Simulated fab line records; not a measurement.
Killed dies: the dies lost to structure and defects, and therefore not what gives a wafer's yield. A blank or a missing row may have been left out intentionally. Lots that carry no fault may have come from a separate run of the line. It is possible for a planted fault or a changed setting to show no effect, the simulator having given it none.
Split-lot trial | flow n5-finfet | on a route of 1938 steps: 7 lots, 39 wafers read

SPLIT DETAILS
At N5_FIN_SAQP_ETCH_65 (etches SiO2 in CF4, target depth 4 nm, time 4.4 s), the setting time-s was moved away from the recipe's 4.4 s on 12 of the 39 wafers read, by -28.4% to +46.9%. All remaining wafers had this setting at the recipe value.

The reading is taken at the split's own step.

THE READING
etch.depth-nm (the simulator's own value, which no gauge read), in nm, at N5_FIN_SAQP_ETCH_65 (etches SiO2 in CF4, target depth 4 nm, time 4.4 s). The file does not state a usual value for it. Average 4.022 nm, standard deviation 0.12 nm, over the 27 wafers here run with the recipe.

wafer  | tool, chamber at the split | time-s as run, s | against the recipe | etch.depth-nm, nm | against lot-mates on the recipe
L081.1 | rie-si-02, 2               | 4.4              | recipe             | 3.992             | -
L081.2 | rie-si-02, 1               | 4.4              | recipe             | 3.922             | -
L081.3 | rie-si-02, 0               | 6.08             | +38.2%             | 5.463             | +1.509
L081.4 | rie-si-02, 3               | 6.08             | +38.2%             | 5.577             | +1.623
L081.5 | rie-si-02, 0               | 4.4              | recipe             | 3.947             | -
L081.6 | rie-si-02, 1               | 6.08             | +38.2%             | 5.433             | +1.479
L085.1 | rie-si-04, 3               | 6.465            | +46.9%             | 5.898             | +1.742
L085.2 | rie-si-04, 1               | 4.4              | recipe             | 4.225             | -
L085.3 | rie-si-04, 2               | 4.4              | recipe             | 3.998             | -
L085.4 | rie-si-04, 0               | 6.465            | +46.9%             | 5.682             | +1.526
L085.5 | rie-si-04, 0               | 6.465            | +46.9%             | 5.725             | +1.569
L085.6 | rie-si-04, 1               | 4.4              | recipe             | 4.244             | -
L086.1 | rie-si-04, 1               | 3.15             | -28.4%             | 3.031             | -1.023
L086.2 | rie-si-04, 2               | 4.4              | recipe             | 3.989             | -
L086.3 | rie-si-04, 0               | 3.15             | -28.4%             | 2.777             | -1.277
L086.4 | rie-si-04, 3               | 4.4              | recipe             | 3.951             | -
L086.5 | rie-si-04, 1               | 4.4              | recipe             | 4.221             | -
L086.6 | rie-si-04, 2               | 3.15             | -28.4%             | 2.846             | -1.208
L089.1 | rie-si-03, 2               | 4.4              | recipe             | 3.977             | -
L089.2 | rie-si-03, 3               | 4.4              | recipe             | 3.876             | -
L089.3 | rie-si-03, 1               | 4.4              | recipe             | 4.139             | -
L089.4 | rie-si-03, 0               | 4.4              | recipe             | 4.021             | -
L089.5 | rie-si-03, 2               | 4.4              | recipe             | 3.935             | -
L089.6 | rie-si-03, 1               | 4.4              | recipe             | 4.111             | -
L090.1 | rie-si-04, 2               | 3.301            | -25.0%             | 2.995             | -1.092
L090.2 | rie-si-04, 1               | 4.4              | recipe             | 4.191             | -
L090.3 | rie-si-04, 0               | 4.4              | recipe             | 3.875             | -
L090.4 | rie-si-04, 3               | 3.301            | -25.0%             | 2.978             | -1.109
L090.5 | rie-si-04, 1               | 4.4              | recipe             | 4.196             | -
L090.6 | rie-si-04, 2               | 3.301            | -25.0%             | 2.988             | -1.099
L091.1 | rie-si-03, 0               | 4.4              | recipe             | 3.997             | -
L091.2 | rie-si-03, 1               | 4.4              | recipe             | 4.167             | -
L091.5 | rie-si-03, 3               | 4.4              | recipe             | 3.874             | -
L092.1 | rie-si-03, 2               | 4.4              | recipe             | 3.935             | -
L092.2 | rie-si-03, 3               | 4.4              | recipe             | 3.878             | -
L092.3 | rie-si-03, 1               | 4.4              | recipe             | 4.148             | -
L092.4 | rie-si-03, 0               | 4.4              | recipe             | 3.996             | -
L092.5 | rie-si-03, 2               | 4.4              | recipe             | 3.929             | -
L092.6 | rie-si-03, 3               | 4.4              | recipe             | 3.86              | -

THE FIT
A straight line over all 39 wafers: etch.depth-nm changes by +0.0386 nm for each +1% of time-s; r = +0.99; the points scatter about the line by 0.12 nm.
The same after taking each lot's own level away (the mean of its wafers on the recipe; 39 wafers): +0.0385 nm for each +1%; r = +0.99; scatter 0.12 nm.
According to that fit, moving time-s by its largest amount changes the reading by 1.8 nm.
The span of the lots' own levels, 3.9537 to 4.1557 nm, comes to 1.6 times the standard deviation stated above.
The two slopes agree, so the slope changes little with the lot-to-lot level.
Check: +1.79 nm against its lot-mates is what the line predicts for one of the wafers moved furthest among these (+46.9%) when that wafer is left out of the fit. It came out at +1.74 nm against them.

THE FILE'S OWN FIT
etch.depth-nm changes by +0.0383 nm for each +1% of time-s, r = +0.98.
